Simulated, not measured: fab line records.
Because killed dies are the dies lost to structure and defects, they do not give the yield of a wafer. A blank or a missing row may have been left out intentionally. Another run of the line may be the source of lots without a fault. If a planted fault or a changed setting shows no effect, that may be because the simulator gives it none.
Which tool is to blame? :: flow nand-harc :: Sampling: 10 lots, 30 wafers, 4 of 1159 route steps

## WHAT THE GAUGES READ, wafer by wafer
NHARC_A_M1_CD_MEAS_09 targets a cd of 120 nm.
lot: L312
measured: day 18 02:29
on: cd-sem-02
cd-nm (nm): 120.0 120.2 120.4

lot: L316
measured: day 18 04:07
on: cd-sem-03
cd-nm (nm): 119.7 119.9 119.8

lot: L313
measured: day 18 04:44
on: cd-sem-03
cd-nm (nm): 119.5 119.8 119.7

lot: L315
measured: day 19 00:08
on: cd-sem-01
cd-nm (nm): 122.5 122.4 122.7

lot: L317
measured: day 19 01:13
on: cd-sem-03
cd-nm (nm): 119.5 119.1 119.3

lot: L318
measured: day 19 13:31
on: cd-sem-01
cd-nm (nm): 120.1 119.8 120.3

lot: L321
measured: day 20 11:50
on: cd-sem-03
cd-nm (nm): 122.0 121.6 121.9

lot: L329
measured: day 22 12:52
on: cd-sem-01
cd-nm (nm): 120.2 119.8 120.3

lot: L333
measured: day 22 14:50
on: cd-sem-02
cd-nm (nm): 119.0 119.8 119.5

lot: L327
measured: day 23 01:12
on: cd-sem-02
cd-nm (nm): 119.1 118.6 119.1

## WHICH TOOL RAN EACH LOT (tool, then ch and the chambers of the sampled wafers, then the start)
lot: L312
NHARC_A_M0_STRIP_18: rie-diel-10 ch 2,3, day 17 22:49
NHARC_A_M0_ANNEAL_30: rtp-anneal-01 ch 0, day 18 00:34
NHARC_A_M1_EXPOSE_06: arfi-scanner-01 ch 0, day 18 02:20

lot: L316
NHARC_A_M0_STRIP_18: rie-diel-10 ch 2,3, day 18 00:35
NHARC_A_M0_ANNEAL_30: rtp-anneal-01 ch 0, day 18 01:59
NHARC_A_M1_EXPOSE_06: arfi-scanner-01 ch 0, day 18 03:58

lot: L313
NHARC_A_M0_STRIP_18: rie-diel-08 ch 0,3, day 18 01:14
NHARC_A_M0_ANNEAL_30: rtp-anneal-02 ch 0, day 18 02:38
NHARC_A_M1_EXPOSE_06: arfi-scanner-01 ch 0, day 18 04:35

lot: L315
NHARC_A_M0_STRIP_18: rie-diel-10 ch 1,2, day 18 20:37
NHARC_A_M0_ANNEAL_30: rtp-anneal-02 ch 0, day 18 21:55
NHARC_A_M1_EXPOSE_06: arfi-scanner-01 ch 0, day 19 00:00

lot: L317
NHARC_A_M0_STRIP_18: rie-diel-08 ch 0,2,3, day 18 21:35
NHARC_A_M0_ANNEAL_30: rtp-anneal-01 ch 0, day 18 22:58
NHARC_A_M1_EXPOSE_06: arfi-scanner-02 ch 0, day 19 01:05

lot: L318
NHARC_A_M0_STRIP_18: rie-diel-08 ch 0,1,2, day 19 10:09
NHARC_A_M0_ANNEAL_30: rtp-anneal-01 ch 0, day 19 11:26
NHARC_A_M1_EXPOSE_06: arfi-scanner-03 ch 0, day 19 13:22

lot: L321
NHARC_A_M0_STRIP_18: rie-diel-10 ch 1,3, day 20 08:17
NHARC_A_M0_ANNEAL_30: rtp-anneal-01 ch 0, day 20 09:41
NHARC_A_M1_EXPOSE_06: arfi-scanner-01 ch 0, day 20 11:42

lot: L329
NHARC_A_M0_STRIP_18: rie-diel-08 ch 2,3, day 22 09:08
NHARC_A_M0_ANNEAL_30: rtp-anneal-02 ch 0, day 22 10:30
NHARC_A_M1_EXPOSE_06: arfi-scanner-03 ch 0, day 22 12:43

lot: L333
NHARC_A_M0_STRIP_18: rie-diel-13 ch 1,3, day 22 11:28
NHARC_A_M0_ANNEAL_30: rtp-anneal-02 ch 0, day 22 12:47
NHARC_A_M1_EXPOSE_06: arfi-scanner-03 ch 0, day 22 14:41

lot: L327
NHARC_A_M0_STRIP_18: rie-diel-10 ch 1,2,3, day 22 21:40
NHARC_A_M0_ANNEAL_30: rtp-anneal-02 ch 0, day 22 22:58
NHARC_A_M1_EXPOSE_06: arfi-scanner-03 ch 0, day 23 01:04
- NHARC_A_M0_STRIP_18: strips in N2/H2.
- NHARC_A_M0_ANNEAL_30: time 90 s.
- NHARC_A_M1_EXPOSE_06: exposes mask A M1, target cd 120 nm.

## THE ANSWER, worked out from the rows above alone
Rule: the usual values come from the lots themselves. Put in order of their means at a reading, lots are off if they are a third of the lots or fewer, leave a main group of 4 or more, and stand apart from it by a gap of 3 or more times the standard deviation of the main group's means; of several such gaps the widest counts. A main group whose means are all the same, to the digits that the tables above print for the reading, isn't used. A lot without any number at a reading at which 4 lots or more have one is off too. The other lots that the step has rows for count as sound.
Off: L315, L321 (NHARC_A_M1_CD_MEAS_09, cd-nm). For the main group the mean is 119.7 nm and the standard deviation 0.41.
A tool fits if, at a process step before that reading, it ran every lot that is off, and no sound lot after the first of them. The gauges at NHARC_A_M1_CD_MEAS_09 are tried like those tools. One fits: NHARC_A_M1_EXPOSE_06 on arfi-scanner-01. A fault onset in the window from L313 (day 18 04:35, its last sound lot) to L315 (day 19 00:00, its first lot off) fits.

## WHAT THE SIMULATOR HAD INSERTED
Drift in process parameters on arfi-scanner-01 at NHARC_A_M1_EXPOSE_06, starting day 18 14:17. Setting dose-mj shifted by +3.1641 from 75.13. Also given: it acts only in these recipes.
Shown lots that were struck: L315, L321. The same result came from the rule above.
